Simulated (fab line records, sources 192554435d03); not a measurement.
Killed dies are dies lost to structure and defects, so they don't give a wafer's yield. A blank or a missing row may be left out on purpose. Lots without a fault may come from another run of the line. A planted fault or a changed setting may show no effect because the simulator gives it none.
fab line records | flow n5_finfet | part 1 of 2: steps 1 to 24 of 29
record lots=7 wafers=21 last_day=17
route steps=1938 shown BEOL_M0_SAQP@646 BEOL_M4@1111
lots that met no fault: from a run of the same line without faults
start_h: hours from the record's first day to the start of the lot's first wafer shown | wait_h: hours since the lot's step before | " the same as in the row above | L1.1+2: a row that stands for several wafers | - no value, or no start given | * or withheld: withheld | < > ~ a bound
route shown NAME@n: a module of which the file shows steps, and the number in the route of the first | usual: mean/standard deviation of fault-free wafers | same: alike in all rows | chamber/n: place in a boat | sites: the reading at each site | _std_site: their standard deviation | _edge_site: outer sites' mean less inner sites' | radius_mm: how far each site lies from the wafer's centre | mask NAME#n: copy n | behind: the tool/chamber that last shaped the wafer | hold: why the lot was held/for how many hours/how that ended | device: the transistor (n, p or np) that didn't switch | end of line: the same wafers' tests at the end of the route | a step without rows: its recipe alone | killed: dies lost to structure and defects at the first sort, not the wafer's yield | map: a wafer's dies, x killed, . not, _ none there
set.NAME: the setting as run; set.NAME@STEP: as run at that earlier step | model.NAME: the simulator's own value behind a step, which no gauge read
lots at some steps of the route; a table a step, a row a wafer
services: from which hour (start_h, from the record's first day; less than 0 if before it) a tool's chamber was out of use, for how many hours, and why
## steps
# step N5_BEOL_M0_SAQP_EXPOSE_11
# recipe mask_id=M0_CORE na=1.35 source_shape=dipole sigma_inner=0.538 sigma_outer=0.738 polarization=te target_cd_nm=42 dose_mj=55
# step N5_BEOL_M0_SAQP_PEB_12
# recipe peb_temp_c=withheld peb_time_s=60 resist=CAR-ArF
# step N5_BEOL_M0_SAQP_DEVELOP_13
# recipe develop_time_s=30 developer=TMAH resist=CAR-ArF dev_temp_c=23 rinse_liquid=diw dry=air_spin
# step N5_BEOL_M0_SAQP_CD_MEAS_14
# recipe target_cd_nm=42.5 landing_energy_ev=500 detector=se_inlens
# usual cd_nm=42.5/0.35
# columns lot.wafer tool chamber start_h wait_h cd_nm
L417.2 cd_sem-02 0 111.12 - 42.6
L417.4 " 0 " " 43.2
L417.5 " 0 " " 42.8
L426.1 cd_sem-02 0 158.91 - 42.2
L426.2 " 0 " " 42.3
L426.6 " 0 " " 42.2
L427.3 cd_sem-01 0 169.55 - 42.5
L427.4 " 0 " " 42.4
L427.6 " 0 " " 42.7
L428.1 cd_sem-03 0 176.17 - 43.0
L428.3 " 0 " " 42.7
L428.4 " 0 " " 42.2
L429.3 cd_sem-03 0 181.20 - 41.8
L429.4 " 0 " " 41.7
L429.6 " 0 " " 42.4
L436.2 cd_sem-01 0 224.11 - 42.2
L436.5 " 0 " " 42.0
L436.6 " 0 " " 42.1
L439.2 cd_sem-02 0 241.85 - 43.1
L439.3 " 0 " " 43.0
L439.6 " 0 " " 42.8
# step N5_BEOL_M0_SAQP_OVL_MEAS_15
# recipe points_per_wafer=44
# usual M0_CORE_OVL=-0.1/0.73
# columns lot.wafer tool chamber start_h wait_h M0_CORE_OVL[nm]
L417.2 overlay-02 0 111.15 0.0 0.8
L417.4 " 0 " " 1.3
L417.5 " 0 " " 0.3
L426.1 overlay-02 0 158.94 0.0 0.6
L426.2 " 0 " " 0.7
L426.6 " 0 " " 0.9
L427.3 overlay-02 0 169.57 0.0 -0.6
L427.4 " 0 " " -1.9
L427.6 " 0 " " -1.6
L428.1 overlay-02 0 176.20 0.0 0.1
L428.3 " 0 " " 0.3
L428.4 " 0 " " 1.5
L429.3 overlay-01 0 181.23 0.0 0.0
L429.4 " 0 " " 0.1
L429.6 " 0 " " -0.6
L436.2 overlay-02 0 224.14 0.0 -0.6
L436.5 " 0 " " -0.9
L436.6 " 0 " " -0.5
L439.2 overlay-02 0 241.88 0.0 -0.6
L439.3 " 0 " " -0.5
L439.6 " 0 " " -0.2
# step N5_BEOL_M0_SAQP_INSPECT_16
# recipe mode=adi inspect_instrument=brightfield
# usual raw_defect_count=463/140
# columns lot.wafer tool chamber start_h wait_h raw_defect_count
L417.2 defect_inspect-01 - 111.17 0.0 423
L417.4 " - " " 622
L417.5 " - " " 467
L426.1 defect_inspect-02 - 158.96 0.0 348
L426.2 " - " " 405
L426.6 " - " " 442
L427.3 defect_inspect-02 - 169.60 0.0 387
L427.4 " - " " 371
L427.6 " - " " 501
L428.1 defect_inspect-02 - 176.22 0.0 536
L428.3 " - " " 477
L428.4 " - " " 467
L429.3 defect_inspect-01 - 181.25 0.0 404
L429.4 " - " " 387
L429.6 " - " " 293
L436.2 defect_inspect-02 - 224.16 0.0 313
L436.5 " - " " 403
L436.6 " - " " 423
L439.2 defect_inspect-01 - 241.91 0.0 618
L439.3 " - " " 650
L439.6 " - " " 430
# step N5_BEOL_M0_SAQP_DESCUM_19
# recipe chemistry=O2 time_s=7.9 source_power_w=50 bias_power_w=20 pressure_mtorr=20 rf_frequency_hz=2.712e+07 temp_c=40 resist=CAR-ArF o2_flow_sccm=225
# step N5_BEOL_M0_SAQP_ETCH_83
# recipe chemistry=CF4 target=SiARC target_depth_a=390 mask_material=CAR-ArF time_s=65 ion_energy_ev=80 pressure_mtorr=40 source_w=545 bias_w=36 Ar_flow_sccm=100 cf4_flow_sccm=100 ends=cleared
# step N5_BEOL_M0_SAQP_ETCH_84
# recipe chemistry=N2/H2 target=SOC target_depth_a=1000 overetch_a=200 mask_material=SiARC temp_c=40 time_s=150 ion_energy_ev=200 pressure_mtorr=30 source_w=840 bias_w=150 n2_flow_sccm=200 h2_flow_sccm=200
# step N5_BEOL_M0_SAQP_STRIP_80
# recipe chemistry=N2/H2 temp_c=40 n2_flow_sccm=200 h2_flow_sccm=200 rf_frequency_hz=6e+07
# step N5_BEOL_M0_SAQP_HM_OPEN_112
# recipe chemistry=CHF3/O2 target=SiO2 stop_on=a-Si target_depth_a=120 over_etch_frac=1.25 mask_material=SOC time_s=13.5 pressure_mtorr=30 source_w=650 bias_w=170 Ar_flow_sccm=200 CHF3_flow_sccm=50 O2_flow_sccm=5 ion_energy_ev=200 ends=end_point
# step N5_BEOL_M0_SAQP_STRIP_113
# recipe chemistry=CHF3/O2 resist=SiARC rf_frequency_hz=6e+07
# step N5_BEOL_M0_SAQP_MANDREL_ETCH_20
# recipe target_depth_a=600 chemistry=HBr/Cl2 target=a-Si stop_on=SiNx bt_time_s=10 mask_material=SOC over_etch_frac=0.5 time_s=30 pressure_mtorr=10 icp_w=800 bias_w=75 HBr_flow_sccm=150 Cl2_flow_sccm=80 ends=end_point
# usual HBr_flow_sccm=150.0/0.46 bias_w=75.02/0.22 drypump_motor_current_A=5.9/0.45 oes_product_au=0.768/0.013 throttle_valve_pct=35.5/0.33
# columns lot.wafer tool chamber start_h wait_h HBr_flow_sccm bias_w drypump_motor_current_A oes_product_au rf_hours_counter_h throttle_valve_pct model.SOC_of_BEOL_M0_SAQP_COAT_81.thk_nm model.SiNx_of_BEOL_M0_SAQP_PECVD_97.thk_nm
L417.2 rie_si-05 3 111.48 0.0 150.7 75.01 6.0 0.755 71 35.2 76 18.6
L417.4 " 0 " " 149.9 75.34 5.9 0.779 39 35.5 75.8 19.2
L417.5 " 1 " " 149.8 74.96 5.7 0.760 - 35.3 75.8 18.6
L426.1 rie_si-05 0 159.32 0.0 151.0 74.91 5.9 0.779 40 35.5 75.8 17.8
L426.2 " 1 " " 149.8 75.02 5.7 0.760 128 35.3 76.2 18
L426.6 " 3 " " 149.8 75.34 6.0 0.778 - 35.2 76.4 18.6
L427.3 rie_si-05 1 169.92 0.0 - - - - - - 100.4 23
L427.4 " 2 " " - - - - - - 100.6 23.4
L427.6 " 3 " " - - - - - - 100.4 23.6
L428.1 rie_si-03 3 176.78 0.0 - - - - - - 99.8 22.4
L428.3 " 1 " " - - - - - - 100.2 22.6
L428.4 " 0 " " - - - - - - 100 22.8
L429.3 rie_si-05 1 181.56 0.0 - - - - - - 100.4 23
L429.4 " 2 " " - - - - - - 100.6 23.6
L429.6 " 2 " " - - - - - - 100.8 23
L436.2 rie_si-02 0 224.47 0.0 150.6 74.85 6.4 0.777 155 35.5 76.6 18.2
L436.5 " 3 " " 149.4 75.15 6.5 0.762 - 35.2 76.2 18.2
L436.6 " 0 " " 149.4 74.65 6.4 0.793 - 35.5 76.2 18.8
L439.2 rie_si-03 3 242.21 0.0 149.6 74.68 5.7 0.747 144 36.0 77 18.6
L439.3 " 2 " " 150.5 74.93 4.9 0.785 19 36.3 75.4 18.6
L439.6 " 1 " " 150.7 75.01 5.1 0.779 - 35.5 75.6 19
# step N5_BEOL_M0_SAQP_STRIP_86
# recipe chemistry=N2/H2 power_w=500 temp_c=40 pressure_mtorr=50 rf_frequency_hz=6e+07 overash_fraction=0.3 bias_power_w=28 h2_frac=0.5 n2_flow_sccm=300 h2_flow_sccm=300
# usual drypump_motor_current_A=5.8/0.48 oes_product_au=0.79/0.083 rf_vpp_V=122.0/1.3 showerhead_plenum_p_Torr=3.41/0.099 throttle_valve_pct=18.84/0.25
# same overash_fraction=0.3
# columns lot.wafer tool chamber start_h wait_h drypump_motor_current_A oes_product_au rf_hours_counter_h rf_vpp_V showerhead_plenum_p_Torr throttle_valve_pct
L417.2 rie_diel-04 1 111.62 0.1 6.3 0.76 168 122.3 3.49 18.45
L417.4 " 3 " " 5.8 0.69 230 123.0 3.47 18.82
L417.5 " 1 " " 6.3 0.74 - 122.5 3.49 18.47
L426.1 rie_diel-03 2 159.47 0.1 5.0 0.81 96 123.4 3.37 18.75
L426.2 " 0 " " 5.9 0.77 154 121.9 3.36 19.08
L426.6 " 3 " " 5.6 0.89 - 120.3 3.56 18.54
L427.3 rie_diel-02 3 170.01 0.1 6.6 0.92 26 121.8 3.58 18.71
L427.4 " 0 " " 5.2 0.70 195 121.5 3.33 19.24
L427.6 " 0 " " 5.2 0.70 - 122.9 3.32 19.24
L428.1 rie_diel-04 2 177.01 0.2 5.7 0.74 150 122.8 3.47 18.98
L428.3 " 1 " " 6.3 0.74 187 122.5 3.48 18.48
L428.4 " 3 " " 5.7 0.69 249 122.7 3.46 18.86
L429.3 rie_diel-04 0 181.66 0.1 5.6 0.72 182 121.1 3.32 18.91
L429.4 " 0 " " 5.6 0.72 - 120.2 3.32 18.86
L429.6 " 2 " " 5.8 0.74 - 121.8 3.47 19.00
L436.2 rie_diel-04 3 224.57 0.1 5.8 0.99 8 121.9 3.46 18.40
L436.5 " 1 " " 6.3 0.72 - 123.1 3.47 18.52
L436.6 " 0 " " 5.6 0.71 - 121.6 3.31 18.90
L439.2 rie_diel-02 1 242.49 0.2 5.5 0.83 83 120.1 3.40 18.58
L439.3 " 3 " " 6.6 0.90 47 122.0 3.57 18.70
L439.6 " 0 " " 5.1 0.70 - 119.0 3.31 19.30
# step N5_BEOL_M0_SAQP_STRIP_115
# recipe chemistry=post_etch_residue_remover time_s=60 temp_c=25 remover_ph=withheld remover_water_wt_pct=withheld remover_fluoride_wt_pct=withheld
# step N5_BEOL_M0_SAQP_SRD_93
# recipe dry=ipa_marangoni time_s=30 temp_c=23 rinse_liquid=diw
# step N5_BEOL_M0_SAQP_RECESS_114
# recipe chemistry=HF/NH3 target=SiO2 target_depth_a=144 afs_cycles=3 temp_c=30 sublimation_temp_c=180 sublimation_time_s=60
# step N5_BEOL_M0_SAQP_SPACER1_ALD_98
# recipe material=SiO2 target_thk_a=128 temp_c=300 ald_precursor_family=BDEAS ald_co_reactant=O2-plasma pulse_time_s=1 purge_time_s=2 co_reactant_purge_time_s=2 ald_cycles=138 pressure_torr=2
# step N5_BEOL_M0_SAQP_SPACER1_ETCHBACK_99
# recipe chemistry=CHF3/O2 mode=anisotropic_etchback target=SiO2 target_depth_a=154 time_s=7.7 pressure_mtorr=30 source_w=650 bias_w=170 Ar_flow_sccm=200 CHF3_flow_sccm=50 O2_flow_sccm=5 ion_energy_ev=200
# usual drypump_motor_current_A=5.8/0.48 oes_o_777_au=0.79/0.087 oes_product_au=0.80/0.088 rf_vpp_V=525/11 showerhead_plenum_p_Torr=2.46/0.066 throttle_valve_pct=18.9/0.35
# columns lot.wafer tool chamber start_h wait_h drypump_motor_current_A oes_o_777_au oes_product_au rf_hours_counter_h rf_vpp_V showerhead_plenum_p_Torr throttle_valve_pct
L417.2 rie_diel-02 2 112.61 0.3 6.6 0.93 0.98 1 536 2.47 18.3
L417.4 " 0 " " 5.1 0.70 0.72 178 528 2.40 19.3
L417.5 " 2 " " 6.6 0.93 0.99 - 537 2.47 18.3
L426.1 rie_diel-02 3 160.55 0.3 6.6 0.92 0.93 24 531 2.56 18.8
L426.2 " 2 " " 6.6 0.88 0.92 17 536 2.46 18.4
L426.6 " 3 " " 6.6 0.91 0.93 - 530 2.56 18.8
L427.3 rie_diel-03 1 171.01 0.3 6.0 0.75 0.29 164 501 2.31 18.9
L427.4 " 0 " " 5.9 0.76 0.29 158 520 2.41 18.8
L427.6 " 3 " " 5.6 0.92 0.33 - 509 2.56 18.5
L428.1 rie_diel-03 3 178.01 0.3 5.6 0.91 0.33 33 507 2.56 18.5
L428.3 " 0 " " 5.9 0.75 0.29 161 520 2.41 18.8
L428.4 " 3 " " 5.6 0.92 0.33 - 507 2.56 18.5
L429.3 rie_diel-03 0 183.22 0.4 5.9 0.75 0.29 164 519 2.41 18.8
L429.4 " 3 " " 5.7 0.91 0.33 35 507 2.56 18.5
L429.6 " 2 " " 5.0 0.80 0.30 - 515 2.43 18.9
L436.2 rie_diel-04 0 225.73 0.3 5.6 0.71 0.71 196 527 2.40 19.3
L436.5 " 0 " " 5.6 0.71 0.71 - 528 2.40 19.3
L436.6 " 3 " " 5.7 1.00 1.00 - 520 2.45 18.2
L439.2 rie_diel-02 0 243.48 0.3 5.1 0.67 0.68 220 527 2.39 19.3
L439.3 " 3 " " 6.6 0.88 0.88 47 530 2.55 18.8
L439.6 " 3 " " 6.6 0.87 0.88 - 530 2.55 18.8
# step N5_BEOL_M0_SAQP_MANDREL1_REMOVE_100
# recipe chemistry=HBr/Cl2/O2 bt_time_s=10 target=a-Si stop_on=SiNx endpoint=OES-SiCl over_etch_frac=0.85 icp_w=600 bias_w=30 HBr_flow_sccm=150 Cl2_flow_sccm=80 O2_flow_sccm=5 pressure_mtorr=10
# usual drypump_motor_current_A=6.0/0.42 oes_o_777_au=1.00/0.047 oes_product_au=0.992/0.017 throttle_valve_pct=36.73/0.3
# columns lot.wafer tool chamber start_h wait_h drypump_motor_current_A oes_o_777_au oes_product_au rf_hours_counter_h throttle_valve_pct
L417.2 rie_si-03 0 112.70 0.1 6.2 0.93 1.000 39 36.94
L417.4 " 3 " " 5.7 0.92 0.968 141 37.27
L417.5 " 0 " " 6.2 0.93 0.988 - 36.94
L426.1 rie_si-03 1 160.63 0.1 5.1 1.01 1.010 187 37.03
L426.2 " 0 " " 6.2 0.93 1.006 40 36.93
L426.6 " 2 " " 4.9 1.01 1.020 - 37.52
L427.3 rie_si-02 3 171.09 0.1 6.5 1.08 0.984 111 36.40
L427.4 " 1 " " 6.2 0.92 0.975 149 36.42
L427.6 " 0 " " 6.4 1.04 1.009 - 36.75
L428.1 rie_si-02 3 178.09 0.1 6.5 1.08 0.982 111 36.42
L428.3 " 1 " " 6.2 0.93 0.963 149 36.42
L428.4 " 0 " " 6.4 1.05 0.991 154 36.72
L429.3 rie_si-05 2 183.31 0.1 6.2 1.00 0.987 120 36.67
L429.4 " 1 " " 5.7 1.01 0.973 129 36.57
L429.6 " 1 " " 5.7 1.00 0.972 - 36.59
L436.2 rie_si-03 3 225.82 0.1 5.7 0.92 0.972 143 37.27
L436.5 " 1 " " 5.1 1.01 1.025 - 36.73
L436.6 " 0 " " 6.2 0.92 1.008 - 36.94
L439.2 rie_si-05 1 243.57 0.1 5.7 1.01 0.975 130 36.57
L439.3 " 0 " " 5.9 1.00 1.018 41 36.74
L439.6 " 3 " " 6.0 1.02 0.987 - 36.44
# step N5_BEOL_M0_SAQP_CD_MEAS_25
# recipe target_cd_nm=13.1 landing_energy_ev=1000 detector=se_inlens
# usual cd_nm=12.83/0.25
# columns lot.wafer tool chamber start_h wait_h cd_nm
L417.2 cd_sem-03 0 112.81 0.1 12.63
L417.4 " 0 " " 12.84
L417.5 " 0 " " 12.81
L426.1 cd_sem-03 0 160.74 0.1 12.86
L426.2 " 0 " " 12.84
L426.6 " 0 " " 12.94
L427.3 cd_sem-01 0 171.20 0.1 -
L427.4 " 0 " " -
L427.6 " 0 " " -
L428.1 cd_sem-01 0 178.21 0.1 -
L428.3 " 0 " " -
L428.4 " 0 " " -
L429.3 cd_sem-01 0 183.42 0.1 -
L429.4 " 0 " " -
L429.6 " 0 " " -
L436.2 cd_sem-03 0 225.93 0.1 12.59
L436.5 " 0 " " 12.63
L436.6 " 0 " " 12.73
L439.2 cd_sem-03 0 243.68 0.1 12.94
L439.3 " 0 " " 12.68
L439.6 " 0 " " 12.76
# step N5_BEOL_M0_SAQP_ETCH_101
# recipe chemistry=CH3F/O2 target=SiNx mask_material=SiO2 target_depth_a=299 time_s=42.7 pressure_mtorr=30 source_w=395 bias_w=73 Ar_flow_sccm=150 CH3F_flow_sccm=30 O2_flow_sccm=20 ion_energy_ev=120
# usual CH3F_flow_sccm=30.02/0.094 O2_flow_sccm=20.00/0.057 drypump_motor_current_A=5.8/0.48 oes_o_777_au=0.79/0.084 oes_product_au=0.79/0.086 rf_vpp_V=297/6.3 showerhead_plenum_p_Torr=2.03/0.062 throttle_valve_pct=16.3/0.32
# columns lot.wafer tool chamber start_h wait_h CH3F_flow_sccm O2_flow_sccm drypump_motor_current_A oes_o_777_au oes_product_au rf_hours_counter_h rf_vpp_V showerhead_plenum_p_Torr throttle_valve_pct
L417.2 rie_diel-02 0 112.85 0.0 29.95 20.07 5.1 0.71 0.71 178 299 1.99 16.7
L417.4 " 1 " " 29.90 20.11 5.4 0.86 0.88 41 296 2.03 15.9
L417.5 " 0 " " 30.01 20.13 5.1 0.71 0.71 - 299 1.99 16.7
L426.1 rie_diel-04 1 160.84 0.1 30.06 20.02 6.3 0.73 0.74 183 305 2.07 16.1
L426.2 " 3 " " 30.09 19.90 5.7 0.74 0.70 245 295 2.04 16.1
L426.6 " 3 " " 30.06 19.93 5.7 0.73 0.71 - 296 2.04 16.2
L427.3 rie_diel-03 0 171.24 0.0 30.01 19.92 5.9 0.76 0.76 158 294 2.00 16.4
L427.4 " 3 " " 29.92 20.02 5.7 0.91 0.89 30 290 2.13 16.1
L427.6 " 0 " " 30.19 19.93 5.9 0.75 0.76 - 295 2.00 16.4
L428.1 rie_diel-02 0 178.58 0.4 29.97 19.95 5.1 0.71 0.71 198 300 1.98 16.7
L428.3 " 3 " " 29.90 19.95 6.6 0.91 0.91 29 303 2.13 16.2
L428.4 " 1 " " 29.82 20.07 5.4 0.84 0.84 62 295 2.02 16.0
L429.3 rie_diel-03 3 183.46 0.0 29.98 20.11 5.6 0.90 0.89 35 289 2.13 16.1
L429.4 " 2 " " 30.13 19.93 5.0 0.79 0.80 103 292 2.01 16.5
L429.6 " 1 " " 30.09 20.09 6.0 0.75 0.74 - 285 1.91 16.5
L436.2 rie_diel-03 2 226.07 0.1 30.06 20.01 5.0 0.79 0.78 116 291 2.01 16.5
L436.5 " 1 " " 30.11 19.98 6.0 0.75 0.73 - 285 1.90 16.5
L436.6 " 0 " " 29.94 20.07 5.9 0.74 0.75 - 295 2.00 16.4
L439.2 rie_diel-03 3 243.72 0.0 30.08 19.91 5.6 0.87 0.85 54 288 2.12 16.1
L439.3 " 0 " " 30.11 20.03 5.9 0.74 0.74 180 295 2.00 16.4
L439.6 " 1 " " 30.01 19.94 6.0 0.75 0.73 - 284 1.90 16.6
# step N5_BEOL_M0_SAQP_ETCH_102
# recipe chemistry=CF4 target=SiO2 target_depth_a=40 ion_energy_ev=350 time_s=4.4 pressure_mtorr=10 icp_w=800 bias_w=400 cf4_flow_sccm=80
# step N5_BEOL_M0_SAQP_MANDREL_ETCH_103
# recipe chemistry=HBr/Cl2 target=a-Si target_depth_a=450 bt_time_s=10 stop_on=SiCN mask_material=SiO2 over_etch_frac=0.8 time_s=27 pressure_mtorr=10 icp_w=800 bias_w=75 HBr_flow_sccm=150 Cl2_flow_sccm=80 ends=end_point
# usual HBr_flow_sccm=150.0/0.43 bias_w=75.01/0.22 drypump_motor_current_A=5.7/0.52 oes_product_au=0.676/0.011 throttle_valve_pct=35.7/0.36
# columns lot.wafer tool chamber start_h wait_h HBr_flow_sccm bias_w drypump_motor_current_A oes_product_au rf_hours_counter_h throttle_valve_pct
L417.2 rie_si-05 2 112.98 0.0 149.7 75.07 6.2 0.670 119 35.4
L417.4 " 1 " " 149.8 74.59 5.7 0.664 128 35.3
L417.5 " 3 " " 150.2 75.08 6.0 0.678 - 35.2
L426.1 rie_si-02 3 160.98 0.0 149.7 74.48 6.5 0.676 110 35.2
L426.2 " 1 " " 150.0 75.58 6.2 0.650 149 35.2
L426.6 " 2 " " 150.5 74.91 5.9 0.694 - 35.4
L427.3 rie_si-03 1 171.38 0.0 149.8 75.18 5.1 0.674 187 35.8
L427.4 " 3 " " 149.9 75.09 5.7 0.668 142 36.0
L427.6 " 1 " " 150.0 74.98 5.1 0.680 - 35.8
L428.1 rie_si-03 2 178.72 0.0 150.2 75.29 4.9 0.681 18 36.2
L428.3 " 1 " " 149.9 74.76 5.1 0.665 187 35.8
L428.4 " 0 " " 149.4 75.23 6.3 0.673 40 35.7
L429.3 rie_si-03 0 183.60 0.0 150.2 74.65 6.2 0.683 40 35.7
L429.4 " 3 " " 149.6 74.83 5.7 0.667 142 36.0
L429.6 " 3 " " 150.2 74.86 5.7 0.671 - 36.0
L436.2 rie_si-05 1 226.21 0.0 150.2 74.88 5.6 0.666 130 35.3
L436.5 " 0 " " 149.8 75.50 6.0 0.687 - 35.5
L436.6 " 1 " " 150.7 74.99 5.6 0.670 - 35.3
L439.2 rie_si-02 1 243.87 0.0 150.6 75.05 6.2 0.662 150 35.2
L439.3 " 0 " " 150.0 74.93 6.4 0.685 155 35.5
L439.6 " 3 " " 150.3 74.89 6.5 0.679 - 35.2
## key
first_sign step=N5_BEOL_M0_SAQP_MANDREL_ETCH_20 reading=tool_record direction=missing
effect step=N5_BEOL_M0_SAQP_SPACER1_ETCHBACK_99 reading=oes_product_au direction=down sigmas=5.5 usual=0.80 struck=0.31
effect step=N5_BEOL_M0_SAQP_CD_MEAS_25 reading=cd_nm direction=missing
model_effect step=N5_BEOL_M0_SAQP_MANDREL_ETCH_20 value=SOC_of_BEOL_M0_SAQP_COAT_81.thk_nm without=76.53 struck=100.4
model_effect step=N5_BEOL_M0_SAQP_ETCH_106 value=SiNx_of_BEOL_M0_SAQP_PECVD_97.thk_nm without=15.36 struck=20.09
met_at N5_BEOL_M0_SAQP_MANDREL_ETCH_20
struck_wafers L427.3,L427.4,L427.6,L428.1,L428.3,L428.4,L429.3,L429.4,L429.6
later_rows_left_out L427.3,L427.4,L427.6,L428.1,L428.3,L428.4,L429.3,L429.4,L429.6
sort_left_out L427.3,L427.4,L427.6,L428.1,L428.3,L428.4,L429.3,L429.4,L429.6
onset_between 159.32 169.92
fault kind=skipped_step_whole tool=rie_si-03,rie_si-05 chamber=- onset_h=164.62 steps=N5_BEOL_M0_SAQP_MANDREL_ETCH_20 scope=struck_lots_only
# sort_left_out: the simulated sort isn't trusted on such a fault, so these wafers' sort isn't shown, and their yield isn't known
# later_rows_left_out: the simulator's readings of these wafers behind a module that went badly wrong aren't trusted and aren't shown, but for the sort
